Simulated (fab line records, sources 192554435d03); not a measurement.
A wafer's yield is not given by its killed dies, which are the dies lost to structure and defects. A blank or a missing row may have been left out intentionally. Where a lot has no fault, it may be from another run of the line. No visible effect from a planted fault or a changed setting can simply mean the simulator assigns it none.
Which tool was responsible?    flow n5 finfet    Sampling: 24 lots, 72 wafers, 4 of 1938 route steps

WHAT THE GAUGES READ, wafer by wafer
N5_GATE_CUT_OVL_MEAS_14.
lot   measured      on          GATE_CUT_OVL (nm)
L074  day 4 12:19   overlay-01  -0.3 -0.3 -0.4
L075  day 4 19:46   overlay-01  -0.9 -0.5 -0.5
L076  day 4 23:42   overlay-02  0.7 0.0 0.3
L077  day 5 06:28   overlay-02  0.2 1.1 0.5
L078  day 5 10:26   overlay-02  -0.4 -0.8 -0.5
L079  day 5 15:50   overlay-02  2.7 2.3 1.4
L080  day 6 03:22   overlay-01  1.6 0.5 1.1
L081  day 6 06:05   overlay-01  -0.1 -1.0 -0.7
L082  day 6 13:15   overlay-02  0.3 1.2 0.4
L084  day 6 21:05   overlay-01  1.2 0.0 0.2
L083  day 6 22:26   overlay-02  0.4 -0.3 0.0
L085  day 7 07:37   overlay-01  1.0 0.9 -1.1
L086  day 7 13:54   overlay-02  0.3 0.8 1.3
L087  day 7 17:19   overlay-02  -1.2 -1.3 -0.3
L088  day 8 03:16   overlay-02  0.6 1.4 1.7
L089  day 8 05:18   overlay-01  1.2 1.4 0.2
L090  day 8 10:40   overlay-02  1.3 1.2 0.2
L091  day 8 16:17   overlay-01  0.7 0.0 0.5
L092  day 8 22:47   overlay-02  -0.2 1.3 1.5
L093  day 9 09:19   overlay-01  0.8 -0.5 -0.1
L094  day 9 17:10   overlay-01  1.3 0.7 -0.6
L095  day 9 18:39   overlay-01  -0.4 -1.9 -0.1
L096  day 10 10:38  overlay-01  0.9 -0.3 1.4
L097  day 10 12:51  overlay-02  1.5 -0.1 1.0

N5_MOL_CONTACT_COAG_INSPECT_10: inspects for defects (brightfield).
lot   measured      on                 raw defect count
L074  day 4 16:43   defect inspect-01  38 92 50
L075  day 5 00:43   defect inspect-01  81 76 88
L076  day 5 03:41   defect inspect-01  93 69 67
L077  day 5 10:23   defect inspect-02  120 83 57
L078  day 5 14:43   defect inspect-02  85 62 87
L079  day 5 19:40   defect inspect-01  63 82 64
L080  day 6 07:24   defect inspect-01  55 148 50
L081  day 6 10:20   defect inspect-01  52 41 73
L082  day 6 17:40   defect inspect-01  43 70 88
L084  day 7 00:58   defect inspect-02  63 102 56
L083  day 7 02:16   defect inspect-01  148 71 99
L085  day 7 11:27   defect inspect-01  90 70 44
L086  day 7 17:56   defect inspect-02  52 73 52
L087  day 7 21:37   defect inspect-02  111 80 61
L088  day 8 07:20   defect inspect-02  126 133 96
L089  day 8 09:17   defect inspect-02  53 64 45
L090  day 8 14:46   defect inspect-01  56 42 46
L091  day 8 20:15   defect inspect-02  76 38 75
L092  day 9 02:43   defect inspect-01  87 52 86
L093  day 9 13:13   defect inspect-02  75 88 69
L094  day 9 21:05   defect inspect-02  92 65 57
L095  day 9 23:36   defect inspect-02  52 61 69
L096  day 10 15:36  defect inspect-02  84 59 52
L097  day 10 17:14  defect inspect-02  41 81 126

WHICH TOOL RAN EACH LOT (tool, then ch and the chambers of the sampled wafers, then the start)
lot   N5_GATE_CUT_ETCH_37                 N5_GATE_CUT_ALD_22
L074  rie diel-01 ch 2,3, day 4 12:55     ald sin-04 ch 0,3, day 4 13:41
L075  rie diel-01 ch 0,2,3, day 4 19:56   ald sin-04 ch 1,2, day 4 21:48
L076  rie diel-04 ch 0,2,3, day 4 23:52   ald sin-04 ch 1,2,3, day 5 00:38
L077  rie diel-03 ch 0,2,3, day 5 06:38   ald sin-03 ch 2,3, day 5 07:29
L078  rie diel-01 ch 1,3, day 5 10:35     ald sin-04 ch 0,1, day 5 11:40
L079  rie diel-03 ch 0,2,3, day 5 15:59   ald sin-03 ch 0,2,3, day 5 16:45
L080  rie diel-03 ch 0,3, day 6 03:31     ald sin-01 ch 1,2, day 6 04:22
L081  rie diel-01 ch 0,1, day 6 06:16     ald sin-03 ch 1,2,3, day 6 07:18
L082  rie diel-03 ch 0,2,3, day 6 13:55   ald sin-04 ch 0,2,3, day 6 14:40
L084  rie diel-01 ch 0,1, day 6 21:17     ald sin-03 ch 1,2,3, day 6 22:03
L083  rie diel-04 ch 0,1,2, day 6 22:36   ald sin-04 ch 1,2, day 6 23:22
L085  rie diel-04 ch 0,2,3, day 7 07:47   ald sin-03 ch 1,2,3, day 7 08:32
L086  rie diel-04 ch 0,1,3, day 7 14:05   ald sin-03 ch 0,1,3, day 7 14:50
L087  rie diel-01 ch 0,3, day 7 17:30     ald sin-03 ch 0,1,3, day 7 18:35
L088  rie diel-03 ch 0,1,2, day 8 03:31   ald sin-04 ch 0,1,3, day 8 04:16
L089  rie diel-03 ch 0,1,3, day 8 05:31   ald sin-01 ch 0,1, day 8 06:22
L090  rie diel-01 ch 0,2,3, day 8 10:50   ald sin-01 ch 1,2,3, day 8 11:44
L091  rie diel-01 ch 1,3, day 8 16:26     ald sin-04 ch 0,2,3, day 8 17:13
L092  rie diel-03 ch 0,1,3, day 8 22:57   ald sin-04 ch 1,2,3, day 8 23:47
L093  rie diel-04 ch 0,1,2, day 9 09:33   ald sin-04 ch 1,2, day 9 10:19
L094  rie diel-04 ch 0,1, day 9 17:25     ald sin-04 ch 1,2,3, day 9 18:10
L095  rie diel-01 ch 1,3, day 9 19:34     ald sin-04 ch 1,3, day 9 20:34
L096  rie diel-01 ch 0,2,3, day 10 11:56  ald sin-03 ch 0,2,3, day 10 12:41
L097  rie diel-03 ch 1,2,3, day 10 13:34  ald sin-03 ch 1,2,3, day 10 14:20
- N5_GATE_CUT_ETCH_37: etches SOC in N2/H2, target depth 60 nm, overetch 12 nm, time 90 s.
- N5_GATE_CUT_ALD_22: deposits SiNx, target thk 16 nm, pulse time 1 s, ald cycles 320.

WHAT THE TOOLS THEMSELVES READ (means of the sampled wafers that have a number; where no wafer has one, the mark that the record gives instead)
N5_GATE_CUT_ETCH_37.
lot   tool         drypump motor current A (A)  oes product au (a.u.)  rf vpp V (V)  showerhead plenum p Torr (Torr)  throttle valve pct (%)
L074  rie diel-01  5.5                          0.70                   524.7         2.55                             17.89
L075  rie diel-01  5.4                          0.75                   525.7         2.61                             17.84
L076  rie diel-04  6.0                          0.64                   524.5         2.55                             17.92
L077  rie diel-03  5.1                          0.74                   523.5         2.53                             17.98
L078  rie diel-01  5.6                          0.81                   527.0         2.64                             17.54
L079  rie diel-03  5.1                          0.73                   523.2         2.53                             18.00
L080  rie diel-03  5.1                          0.69                   520.7         2.44                             17.99
L081  rie diel-01  5.7                          0.80                   527.7         2.71                             17.47
L082  rie diel-03  5.1                          0.73                   522.9         2.53                             18.00
L084  rie diel-01  5.7                          0.79                   529.0         2.70                             17.48
L083  rie diel-04  5.8                          0.67                   524.7         2.57                             17.83
L085  rie diel-04  6.0                          0.63                   523.8         2.54                             17.95
L086  rie diel-04  6.0                          0.67                   523.0         2.50                             17.81
L087  rie diel-01  5.2                          0.78                   527.1         2.66                             17.81
L088  rie diel-03  5.5                          0.72                   524.4         2.56                             17.93
L089  rie diel-03  5.3                          0.73                   522.5         2.49                             17.89
L090  rie diel-01  5.3                          0.73                   525.4         2.60                             17.88
L091  rie diel-01  5.6                          0.77                   525.6         2.63                             17.58
L092  rie diel-03  5.3                          0.72                   522.3         2.49                             17.90
L093  rie diel-04  5.8                          0.65                   525.1         2.56                             17.87
L094  rie diel-04  5.7                          0.69                   523.6         2.51                             17.72
L095  rie diel-01  5.6                          0.76                   526.8         2.62                             17.59
L096  rie diel-01  5.3                          0.79                   525.2         2.59                             17.76
L097  rie diel-03  5.3                          0.74                   524.6         2.57                             17.92

N5_GATE_CUT_ALD_22.
lot   tool        heater power w (W)  precursor pulse height rel
L074  ald sin-04  881                 1.004
L075  ald sin-04  906                 0.995
L076  ald sin-04  898                 0.979
L077  ald sin-03  927                 0.998
L078  ald sin-04  938                 0.986
L079  ald sin-03  873                 1.007
L080  ald sin-01  821                 0.991
L081  ald sin-03  926                 0.985
L082  ald sin-04  951                 1.000
L084  ald sin-03  926                 1.001
L083  ald sin-04  972                 1.013
L085  ald sin-03  915                 1.010
L086  ald sin-03  864                 0.995
L087  ald sin-03  868                 0.983
L088  ald sin-04  887                 0.998
L089  ald sin-01  858                 1.012
L090  ald sin-01  801                 1.008
L091  ald sin-04  943                 0.999
L092  ald sin-04  915                 1.007
L093  ald sin-04  975                 1.010
L094  ald sin-04  903                 1.007
L095  ald sin-04  845                 0.986
L096  ald sin-03  843                 0.993
L097  ald sin-03  907                 1.007

THE ANSWER, worked out from the rows above alone
Rule: the lots themselves supply what counts as usual. Put in order of their means at a reading, lots are off if they are a third of the lots or fewer, leave a main group of 4 or more, and stand apart from it by a gap of 3 or more times the standard deviation of the main group's means; of several such gaps the widest counts. A main group whose means are all the same, to the digits that the tables above print for the reading, isn't used. Also off: a lot with no number at a reading for which 4 or more lots have one. All remaining lots with rows at the step are treated as sound. Order of review: gauges by route order, followed by the tools' own readings, for which a lot's mean as printed above is used. The first step at which some lot is off is used, and at that step the reading that is off furthest; a lot without a number counts as furthest.
Across all readings shown, no lot is off: no conclusion can be drawn from this.

WHAT THE SIMULATOR HAD INSERTED
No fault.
